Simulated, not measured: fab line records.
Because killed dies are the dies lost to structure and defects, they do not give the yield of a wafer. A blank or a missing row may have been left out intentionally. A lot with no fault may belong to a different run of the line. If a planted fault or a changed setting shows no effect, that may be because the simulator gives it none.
Matching of chambers -- flow nand harc -- NHARC_A_STAIRCASE_ETCH_292 on rie diel-09: 4 sister chambers
The step etches the open film in CF4/CHF3. 8 wafers are shown with their chamber, then 12 later ones without.

WAFERS WITH THEIR CHAMBER
wafer,chamber,showerhead plenum p Torr (Torr),drypump motor current A (A)
L082.3,3,1.61,5.3
L084.1,2,1.63,5.3
L084.3,3,1.61,5.2
L084.5,1,1.56,6.8
L084.6,0,1.48,5.7
L089.2,0,1.47,5.7
L089.3,1,1.56,6.8
L089.4,2,1.63,5.3

WAFERS MISSING THEIR CHAMBER
wafer,showerhead plenum p Torr (Torr),drypump motor current A (A)
L089.1,1.61,5.3
L089.5,1.56,6.8
L089.6,1.47,5.7
L091.3,1.62,5.3
L091.5,1.56,6.8
L091.6,1.47,5.7
L093.2,1.47,5.7
L093.4,1.56,6.8
L093.6,1.47,5.8
L097.1,1.55,6.8
L097.2,1.47,5.7
L097.3,1.60,5.3

THE CHAMBER EACH PASSED THROUGH
wafer,from the rows above,in truth
L089.1,3,3
L089.5,1,1
L089.6,0,0
L091.3,can't be placed: 2 or 3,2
L091.5,1,1
L091.6,0,0
L093.2,0,0
L093.4,1,1
L093.6,0,0
L097.1,1,1
L097.2,0,0
L097.3,3,3
Correct placement for 11 of the 12. From these rows, 1 cannot be placed; in 1 the true chamber is one of the candidates. 0 placed wrongly.
How it was worked out, from the rows above alone: a wafer's distance from a chamber is the root of the sum, over the readings, of the square of ((its reading less the chamber's mean) divided by the reading's scatter). The wafer belongs to the nearest chamber; if the next one is less than 2 further off, it can't be placed. Each chamber's mean is taken over the wafers shown for it. The scatter: the root of (the sum of the squares of (reading less its chamber's mean) over the shown wafers, divided by (wafers less chambers)).
